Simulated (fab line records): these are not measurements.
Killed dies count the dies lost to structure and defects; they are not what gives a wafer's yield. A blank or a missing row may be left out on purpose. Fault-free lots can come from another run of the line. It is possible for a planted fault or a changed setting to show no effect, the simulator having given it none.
A lot that was struck, set against a sound lot | flow n5 finfet | 20 out of 1938 route steps
Sound: wafers L664.1, L664.3, L664.4. Wafers struck: L656.1, L656.4, L656.5. At the end, the cause is stated.
At each step with rows: each side's tool, then ch and its chambers, then its first start. Under that, the readings that differ: sound wafers | struck wafers | difference of the means | sigmas: that difference in standard deviations of wafers without a fault.
alike: words and numbers the same on both sides, and readings whose means are apart by under 2 such deviations; not compared: readings that were withheld, readings missing a value for some wafer, numbers with overlapping values and no deviation given by the record, and bounds like >300 which may hide the same value.
A row with sigmas, a row that says differs or no value, or rows on one side alone: a step with any of these is where the two part. Numbers that don't overlap but have no deviation are shown without sigmas and don't part them. A reading that every wafer of one side lacks parts them only if that side has two wafers or more.

first, 8 steps without rows for these wafers: N5_BEOL_M10_COAT_59 (time 60 s, resist thk 100 nm); N5_BEOL_M10_COAT_60 (time 60 s, resist thk 30 nm); N5_BEOL_M10_COAT_05 (resist thk 90 nm); N5_BEOL_M10_EBR_07; N5_BEOL_M10_SOFTBAKE_06 (time 60 s); N5_BEOL_M10_EXPOSE_08 (exposes mask M10); N5_BEOL_M10_PEB_09 (peb time 60 s); N5_BEOL_M10_DEVELOP_10 (develop time 30 s).
N5_BEOL_M10_CD_MEAS_11: the cd target is 64.1 nm.
  sound on cd sem-02 ch 0, day 17 16:40; struck on cd sem-03 ch 0, day 17 04:28
  alike: cd nm
N5_BEOL_M10_OVL_MEAS_12:
  sound on overlay-02 ch 0, day 17 16:42; struck on overlay-02 ch 0, day 17 04:30
  alike: M10_OVL
N5_BEOL_M10_INSPECT_13: inspects for defects (brightfield).
  struck on defect inspect-02, day 17 04:32; sound on defect inspect-02, day 17 16:43
  alike: raw defect count
N5_BEOL_M10_DESCUM_16: chemistry O2, time 7.9 s.
  sound on rie diel-05 ch 0,1,2, day 17 17:13; struck on rie diel-01 ch 0,3, day 17 05:10
  alike: drypump motor current A, oes product au, rf vpp V, showerhead plenum p Torr, throttle valve pct
  not compared: rf hours counter h
N5_BEOL_M10_ETCH_61: etches SiARC in CF4, target depth 39 nm, time 65 s.
  sound on rie diel-05 ch 0,1,2, day 17 17:15; struck on rie diel-01 ch 0,3, day 17 05:13
  no value came back on the struck wafers for any of 8 readings (bias w (W), cf4 flow sccm (sccm) and others); on the sound wafers bias w (W) reads 35.85 35.89 36.03
  reading                                       | sound          | struck         | difference | sigmas
  model.CAR-ArF_of_BEOL_M10_COAT_05.thk nm (nm) | 55.8 55.8 55.8 | 83.2 82.8 83.2 | +27.3      |
  not compared: rf hours counter h
N5_BEOL_M10_ETCH_62: etches SOC in N2/H2, target depth 110 nm, overetch 22 nm, time 165 s.
  sound on rie diel-05 ch 0,1,2, day 17 17:18; struck on rie diel-01 ch 0,3, day 17 05:16
  reading               | sound          | struck         | difference | sigmas
  oes product au (a.u.) | 0.80 0.65 0.70 | 0.27 0.26 0.27 | -0.45      | -7
  alike: bias w, chamber pressure mTorr, drypump motor current A, rf vpp V, showerhead plenum p Torr, throttle valve pct
  not compared: rf hours counter h
then, 1 step without rows for these wafers: N5_BEOL_M10_STRIP_68 (strips in N2/H2).
N5_BEOL_M10_STRIP_67: strips in CF4.
  sound on rie diel-05 ch 0,1,2, day 17 17:27; struck on rie diel-01 ch 0,3, day 17 05:24
  alike: cf4 flow sccm, drypump motor current A, oes product au, rf vpp V, showerhead plenum p Torr, throttle valve pct
  not compared: rf hours counter h
N5_BEOL_M10_HM_OPEN_17: chemistry Cl2/BCl3, target TiN, target depth 20 nm, overetch 6 nm.
  sound on rie metal-03 ch 0,1, day 17 17:29; struck on rie metal-03 ch 1, day 17 05:26
  reading                | sound             | struck            | difference | sigmas
  oes product au (a.u.)  | 0.67 0.79 0.68    | 0.34 0.34 0.35    | -0.37      | -6
  throttle valve pct (%) | 22.16 22.20 22.13 | 22.85 22.85 22.87 | +0.69      | +3
  alike: drypump motor current A
  not compared: rf hours counter h
N5_BEOL_M10_STRIP_19: strips in O2.
  sound on rie diel-03 ch 0,1,2, day 17 17:36; struck on rie diel-03 ch 0,1,2, day 17 05:33
  alike: drypump motor current A, oes product au, rf vpp V, showerhead plenum p Torr, throttle valve pct
  not compared: rf hours counter h
N5_BEOL_M10_CD_MEAS_18: pitch 140 nm, target cd 70 nm.
  struck on cd sem-03, day 17 05:37; sound on cd sem-02, day 17 17:40
  reading    | sound          | struck | difference                    | sigmas
  cd nm (nm) | 70.3 70.4 70.2 | - - -  | no value on the struck wafers |
then, 1 step without rows for these wafers: N5_BEOL_M10_COAT_63 (time 60 s, resist thk 100 nm).

== WHERE THEY PART ==
Last at N5_BEOL_M10_CD_MEAS_18 as far as this record goes, first at N5_BEOL_M10_ETCH_61.

WHY: whatever the simulator had introduced
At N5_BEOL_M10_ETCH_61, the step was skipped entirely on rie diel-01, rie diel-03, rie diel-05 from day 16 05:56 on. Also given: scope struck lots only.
